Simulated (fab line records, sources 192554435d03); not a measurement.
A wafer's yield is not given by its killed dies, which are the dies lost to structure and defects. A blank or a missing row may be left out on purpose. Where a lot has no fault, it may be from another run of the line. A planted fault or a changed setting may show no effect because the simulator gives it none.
Which tool did it?	flow n5 finfet	30 wafers from 10 lots sampled at 5 of the route's 1938 steps

== WHAT EACH GAUGE READ, for each wafer ==
N5_PMOS_HMC_CHANNEL_EPI_OVL_MEAS_10. Usual: PMOS_HMC_BLK_OVL typically reads 0.4 nm, with standard deviation 0.65.
lot	measured	on	PMOS_HMC_BLK_OVL (nm)	flag
L557	day 2 23:38	overlay-02	-0.5 0.7 0.6	
L558	day 3 05:20	overlay-01	0.4 0.4 1.6	
L559	day 3 11:07	overlay-02	0.5 0.4 1.2	
L560	day 3 17:09	overlay-01	0.0 -0.1 1.1	
L566	day 5 05:10	overlay-01	0.6 0.0 -0.3	
L570	day 6 05:17	overlay-02	-0.2 1.6 0.9	
L571	day 6 11:38	overlay-02	0.8 0.6 -0.2	
L573	day 6 23:19	overlay-01	0.4 0.2 0.2	
L574	day 7 04:59	overlay-01	-0.3 1.9 0.7	
L575	day 7 11:32	overlay-01	-0.8 -0.4 -0.8	

N5_PMOS_HMC_CHANNEL_EPI_INSPECT_11: inspects for defects (macro). Usual: raw defect count reads 2.2 (standard deviation 1.6).
lot	measured	on	raw defect count	flag
L557	day 2 23:39	defect inspect-02	2 2 1	
L558	day 3 05:22	defect inspect-01	3 1 2	
L559	day 3 11:08	defect inspect-01	2 3 1	
L560	day 3 17:10	defect inspect-02	3 3 5	
L566	day 5 05:11	defect inspect-02	5 1 2	
L570	day 6 05:19	defect inspect-01	4 4 5	
L571	day 6 11:40	defect inspect-02	3 5 4	
L573	day 6 23:21	defect inspect-01	2 1 3	
L574	day 7 05:01	defect inspect-01	2 3 3	
L575	day 7 11:33	defect inspect-01	2 0 3	

N5_BEOL_M4_RC_MEAS_101. Usual: DIBL_N 36.5 mV/V, standard deviation 1.7; DIBL_P 36.3 mV/V, standard deviation 2.1; IOFF_N 0.16 nA/um, standard deviation 0.036; IOFF_P 0.21 nA/um, standard deviation 0.037; ION_N 676 uA/um, standard deviation 12; ION_P 462 uA/um, standard deviation 7.6; SS_N 71.5 mV/dec, standard deviation 0.68; SS_P 73.3 mV/dec, standard deviation 0.63; VT_N 249 mV, standard deviation 3.5; VT_P -250 mV, standard deviation 3.5.
lot	measured	on	DIBL_N (mV/V)	DIBL_P (mV/V)	IOFF_N (nA/um)	IOFF_P (nA/um)	ION_N (uA/um)	ION_P (uA/um)	SS_N (mV/dec)	SS_P (mV/dec)	VT_N (mV)	VT_P (mV)	flag
L560	day 10 12:07	prober-01	32.2 34.2 36.4	31.4 33.7 36.5	0.11 0.13 0.17	0.16 0.19 0.23	670 657 683	459 451 465	69.9 69.8 71.2	72.1 73.2 74.2	254 250 249	-251 -253 -249	
L566	day 11 11:36	prober-02	38.1 35.3 36.1	39.7 36.3 37.3	0.23 0.17 0.19	0.26 0.21 0.22	695 685 688	469 467 466	73.0 71.8 71.5	73.4 73.4 73.4	244 250 248	-248 -250 -252	
L570	day 12 18:10	prober-02	38.1 37.3 36.4	39.1 38.4 37.8	0.23 0.21 0.19	0.26 0.26 0.24	689 701 693	467 477 473	72.1 71.9 71.6	73.5 73.4 74.1	245 243 247	-246 -247 -248	
L571	day 12 20:24	prober-01	34.3 34.4 37.6	33.5 33.2 38.1	0.11 0.11 0.17	0.15 0.14 0.21	657 643 670	452 441 459	71.1 70.9 71.1	72.8 72.3 73.7	255 261 250	-257 -260 -251	
L573	day 13 05:24	prober-01	35.0 35.4 38.7	34.1 34.3 38.4	0.12 0.12 0.18	0.17 0.17 0.23	665 669 678	457 455 464	71.3 71.1 72.1	72.2 72.6 74.3	252 252 247	-251 -255 -248	
L574	day 13 22:52	prober-02	38.3 36.6 35.1	38.7 36.7 35.0	0.19 0.14 0.14	0.25 0.23 0.20	673 654 668	469 459 462	72.7 71.7 71.7	73.5 73.3 73.1	246 253 250	-248 -248 -249	
L575	day 13 22:10	prober-01	39.0 36.7 35.6	37.7 36.5 34.4	0.19 0.16 0.13	0.24 0.24 0.19	679 689 679	463 480 464	73.4 70.5 71.2	74.3 73.0 72.9	246 248 250	-247 -246 -252	

== EACH LOT AND THE TOOL THAT RAN IT (in order: tool; ch and the chambers of the sampled wafers; start) ==
lot	N5_PMOS_HMC_CHANNEL_EPI_DESCUM_14	N5_PMOS_HMC_CHANNEL_EPI_EPI_20
L557	rie diel-04 ch 0,2,3, day 2 23:41	epi rpcvd-02, day 3 00:19
L558	rie diel-01 ch 0,1,3, day 3 05:27	epi rpcvd-01, day 3 06:20
L559	rie diel-04 ch 2,3, day 3 11:10	epi rpcvd-04, day 3 11:49
L560	rie diel-05 ch 0,2,3, day 3 17:41	epi rpcvd-04 ch 0, day 3 18:34
L566	rie diel-05 ch 0,1, day 5 05:13	epi rpcvd-01 ch 0, day 5 05:51
L570	rie diel-01 ch 1,3, day 6 05:21	epi rpcvd-01 ch 0, day 6 05:59
L571	rie diel-01 ch 1,2,3, day 6 11:43	epi rpcvd-02 ch 0, day 6 12:20
L573	rie diel-05 ch 1,3, day 6 23:23	epi rpcvd-01 ch 0, day 7 00:01
L574	rie diel-01 ch 1,2,3, day 7 05:20	epi rpcvd-02 ch 0, day 7 06:10
L575	rie diel-04 ch 1,2,3, day 7 11:37	epi rpcvd-02 ch 0, day 7 12:14
- N5_PMOS_HMC_CHANNEL_EPI_DESCUM_14: chemistry O2, time 7.9 s.
- N5_PMOS_HMC_CHANNEL_EPI_EPI_20: deposits SiGe30, target thk 59 nm.

== WHAT THE TOOLS THEMSELVES READ (means of the sampled wafers that have a number; where no wafer has one, the mark that the record gives instead) ==
N5_PMOS_HMC_CHANNEL_EPI_DESCUM_14. Usual: drypump motor current A 5.8 A, standard deviation 0.41; oes product au 0.80 a.u., standard deviation 0.076; rf fwd power W 49.40 W, standard deviation 0.21; rf vpp V 243.2 V, standard deviation 1.4; showerhead plenum p Torr 2.10 Torr, standard deviation 0.069; throttle valve pct 20.41 %, standard deviation 0.21.
lot	tool	drypump motor current A (A)	oes product au (a.u.)	rf fwd power W (W)	rf vpp V (V)	showerhead plenum p Torr (Torr)	throttle valve pct (%)	flag
L557	rie diel-04	5.5	0.73	49.49	241.4	2.02	20.43	
L558	rie diel-01	6.1	0.82	49.37	244.1	2.11	20.22	
L559	rie diel-04	5.6	0.69	49.59	241.1	1.98	20.47	
L560	rie diel-05	5.8	0.76	49.35	244.2	2.15	20.54	
L566	rie diel-05	6.0	0.73	49.47	243.8	2.12	20.67	
L570	rie diel-01	6.1	0.82	49.25	243.0	2.08	20.19	
L571	rie diel-01	5.8	0.83	49.41	242.4	2.06	20.28	
L573	rie diel-05	6.2	0.75	49.52	243.5	2.10	20.39	
L574	rie diel-01	5.8	0.83	49.29	243.3	2.06	20.30	
L575	rie diel-04	5.7	0.85	49.31	244.8	2.15	20.39	

N5_PMOS_HMC_CHANNEL_EPI_EPI_20. Usual: chamber pressure Torr 20.00 Torr, standard deviation 0.043; lamp inner pct 13.29 %, standard deviation 0.17; susceptor temp C 600.01 C, standard deviation 0.29.
lot	tool	chamber pressure Torr (Torr)	lamp inner pct (%)	susceptor temp C (C)	flag
L557	epi rpcvd-02	-	-	-	OFF
L558	epi rpcvd-01	-	-	-	OFF
L559	epi rpcvd-04	-	-	-	OFF
L560	epi rpcvd-04	19.96	13.04	599.81	
L566	epi rpcvd-01	20.00	13.50	600.10	
L570	epi rpcvd-01	19.98	13.39	600.02	
L571	epi rpcvd-02	20.01	13.54	600.10	
L573	epi rpcvd-01	20.05	13.44	600.06	
L574	epi rpcvd-02	19.97	13.35	599.66	
L575	epi rpcvd-02	19.97	13.36	600.22	

== THE ANSWER, worked out from the rows above alone ==
Rule: a lot is off if the mean of its wafers that have a number lies more than 3 standard deviations from the usual mean. A lot without any number at a reading at which 4 lots or more have one is off too. Any other lot the step has rows for is counted as sound. The gauges are gone through in route order, then the tools' own readings, and for those a lot's mean is taken as printed above. At the first step where some lot is off, the reading lying furthest off is the one used; lots without a number count as furthest.
Off at N5_PMOS_HMC_CHANNEL_EPI_EPI_20 (chamber pressure Torr): L557, L558, L559. Without a number there: L557, L558, L559.
If a tool, at that step or one of the process steps before it, ran each lot that is off and ran no sound lot following the first of them, it fits. Not one of the candidates tried fits.

== WHAT WAS PUT IN BY THE SIMULATOR ==
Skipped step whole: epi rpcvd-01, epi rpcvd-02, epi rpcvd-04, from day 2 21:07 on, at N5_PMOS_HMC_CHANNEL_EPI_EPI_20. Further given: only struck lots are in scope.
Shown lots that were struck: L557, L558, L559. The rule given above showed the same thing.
